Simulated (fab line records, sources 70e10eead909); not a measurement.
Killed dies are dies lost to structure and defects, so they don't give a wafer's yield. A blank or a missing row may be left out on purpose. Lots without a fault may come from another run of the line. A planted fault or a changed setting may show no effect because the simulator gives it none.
Chamber matching | flow nand_harc | NHARC_A_STAIRCASE_DESCUM_252 on rie_diel-04: 4 sister chambers
The step chemistry O2, time 3 s. 4 wafers are shown with their chamber, then 8 later ones without.

WAFERS WITH THEIR CHAMBER
wafer  | chamber | showerhead_plenum_p_Torr (Torr)
L083.3 | 1       | 1.91
L088.1 | 2       | 1.94
L088.3 | 3       | 1.79
L090.1 | 0       | 1.94

WAFERS WITHOUT THEIR CHAMBER
wafer  | showerhead_plenum_p_Torr (Torr)
L090.2 | 1.79
L090.4 | 1.91
L096.1 | 1.93
L096.5 | 1.79
L096.6 | 1.94
L097.2 | 1.93
L097.4 | 1.94
L097.5 | 1.90

WHICH CHAMBER EACH WENT THROUGH
wafer  | from the rows above          | in truth
L090.2 | 3                            | 3
L090.4 | 1                            | 1
L096.1 | can't be placed: 0 or 2 or 1 | 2
L096.5 | 3                            | 3
L096.6 | can't be placed: 0 or 2      | 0
L097.2 | can't be placed: 0 or 2 or 1 | 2
L097.4 | can't be placed: 0 or 2      | 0
L097.5 | 1                            | 1
Placed correctly: 4 of 8. Can't be placed from these rows: 4 (the true chamber is among the candidates in 4). Placed wrongly: 0.
How it was worked out, from the rows above alone: a wafer's distance from a chamber is the root of the sum, over the readings, of the square of ((its reading less the chamber's mean) divided by the reading's scatter). The wafer belongs to the nearest chamber; if the next one is less than 2 further off, it can't be placed. A chamber's mean is the mean of its shown wafers. The scatter: with one shown wafer a chamber, the root of the mean of the squares of how far each hidden wafer lies from its nearest shown one.
